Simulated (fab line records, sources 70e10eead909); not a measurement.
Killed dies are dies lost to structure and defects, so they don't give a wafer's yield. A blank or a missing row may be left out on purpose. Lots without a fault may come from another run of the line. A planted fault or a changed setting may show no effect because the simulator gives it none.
Chamber matching | flow nand_harc | NHARC_P_CONTACT_CMP_24 on cmp-04: 4 sister chambers
The step polishes, t overpolish 30 s, target thk 200 nm. 8 wafers are shown with their chamber, then 8 later ones without.

WAFERS WITH THEIR CHAMBER
wafer  | chamber | motor_current_A (A) | time_to_endpoint_s (s)
L239.4 | 0       | 13.7                | 37.0
L245.1 | 2       | 12.2                | 40.0
L245.3 | 0       | 13.2                | 39.6
L252.5 | 2       | 11.6                | 42.1
L252.6 | 1       | 11.1                | 42.6
L256.2 | 1       | 11.1                | 41.2
L256.6 | 3       | 14.3                | 37.2
L257.2 | 3       | 13.5                | 36.1

WAFERS WITHOUT THEIR CHAMBER
wafer  | motor_current_A (A) | time_to_endpoint_s (s)
L257.3 | 13.0                | 41.0
L257.5 | 14.4                | 38.1
L259.4 | 12.5                | 40.6
L259.5 | 13.2                | 41.9
L259.6 | 13.8                | 38.9
L260.1 | 12.2                | 41.3
L260.2 | 14.2                | 37.7
L260.5 | 11.0                | 43.6

WHICH CHAMBER EACH WENT THROUGH
wafer  | from the rows above          | in truth
L257.3 | can't be placed: 0 or 2 or 3 | 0
L257.5 | can't be placed: 3 or 0      | 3
L259.4 | can't be placed: 2 or 0      | 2
L259.5 | can't be placed: 0 or 2 or 3 | 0
L259.6 | can't be placed: 0 or 3      | 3
L260.1 | 2                            | 2
L260.2 | can't be placed: 3 or 0      | 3
L260.5 | can't be placed: 1 or 2      | 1
Placed correctly: 1 of 8. Can't be placed from these rows: 7 (the true chamber is among the candidates in 7). Placed wrongly: 0.
How it was worked out, from the rows above alone: a wafer's distance from a chamber is the root of the sum, over the readings, of the square of ((its reading less the chamber's mean) divided by the reading's scatter). The wafer belongs to the nearest chamber; if the next one is less than 2 further off, it can't be placed. A chamber's mean is the mean of its shown wafers. The scatter: the root of (the sum of the squares of (reading less its chamber's mean) over the shown wafers, divided by (wafers less chambers)).
